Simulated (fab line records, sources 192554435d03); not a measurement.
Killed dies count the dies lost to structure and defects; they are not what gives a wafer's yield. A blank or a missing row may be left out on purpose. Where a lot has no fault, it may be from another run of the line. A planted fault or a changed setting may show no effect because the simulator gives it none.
One fault through the eyes of 3 desks + flow n5-finfet + each desk has only its own numbers; what lay behind them comes last

THE METROLOGY DESK
What the gauges read for every lot (on any tool): the sampled wafers with a number, averaged. The brackets show how far a lot's mean lies from the usual mean; more than 4 standard deviations puts the lot out of limits, marked OUT.
Columns: A = cd-nm at N5_PASSIVATION_CD_MEAS_30, usual 3998.6 nm; B = PAD_OVL at N5_PASSIVATION_OVL_MEAS_63, usual 0 nm
| lot  | first seen here | A      | B  |
|------|-----------------|--------|----|
| L892 | day 14 05:48    | 4000.7 | -4 |
| L891 | day 14 06:28    | 3997.9 | -0 |
| L899 | day 16 11:06    | 3998.3 | 5  |
| L898 | day 17 00:03    | 3997.4 | 0  |
| L905 | day 17 19:29    | 4000.5 | 1  |
| L904 | day 17 22:58    | 3999.7 | 3  |
This desk found nothing out of limits on any of the 6 lots.

THE TOOL OWNER'S DESK: pecvd-02
The tool's own readings at N5_PASSIVATION_PECVD_53 (deposits SiO2 from TEOS/O2, target thk 800 nm, time 169.4 s): means of the sampled wafers that have a number, for each lot that ran on this tool. The brackets show how far a lot's mean lies from the usual mean; more than 4 standard deviations puts the lot out of limits, marked OUT.
Columns: A = run-length-s at N5_PASSIVATION_PECVD_53, usual 197.4 s
| lot  | first seen here | A                       |
|------|-----------------|-------------------------|
| L892 | day 14 07:02    | 197.6                   |
| L891 | day 14 07:40    | 197.6                   |
| L899 | day 16 12:18    | 152.6 (-99 or more) OUT |
| L898 | day 17 01:47    | 109.0 (-99 or more) OUT |
This desk's finding: out of limits on L898, L899; first on L899, day 16 12:18 (run-length-s at N5_PASSIVATION_PECVD_53). Within limits: L892, L891.

THE DEFECT DESK
What the inspections along the route counted, lot by lot: means of the sampled wafers that have a number. The brackets show how far a lot's mean lies from the usual mean; more than 4 standard deviations puts the lot out of limits, marked OUT.
Columns: A = raw-defect-count at N5_PASSIVATION_INSPECT_64, usual 1.9
| lot  | first seen here | A   |
|------|-----------------|-----|
| L892 | day 14 05:51    | 3.0 |
| L891 | day 14 06:31    | 2.0 |
| L899 | day 16 11:10    | 2.5 |
| L898 | day 17 00:06    | 3.0 |
| L905 | day 17 19:32    | 2.7 |
| L904 | day 17 23:01    | 1.3 |
This desk found nothing out of limits on any of the 6 lots.

TAKEN TOGETHER
The tool owner's desk could have raised an alarm at day 16 12:18, on L898, L899.
Nothing out of limits was seen by the metrology desk.
The defect desk saw nothing out of limits.
The metrology desk holds a record of L898, L899, inside its limits.
The defect desk has L898, L899 on record, within its limits.
On pecvd-02, each named lot ran N5_PASSIVATION_PECVD_53.

WHAT WAS PUT IN BY THE SIMULATOR
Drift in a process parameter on pecvd-02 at N5_PASSIVATION_PECVD_53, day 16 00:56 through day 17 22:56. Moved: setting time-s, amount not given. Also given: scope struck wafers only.
Lots struck among those shown: L898, L899.
Time in hours from fault onset to the first out-of-limits reading at each desk: the tool owner's desk, 11.
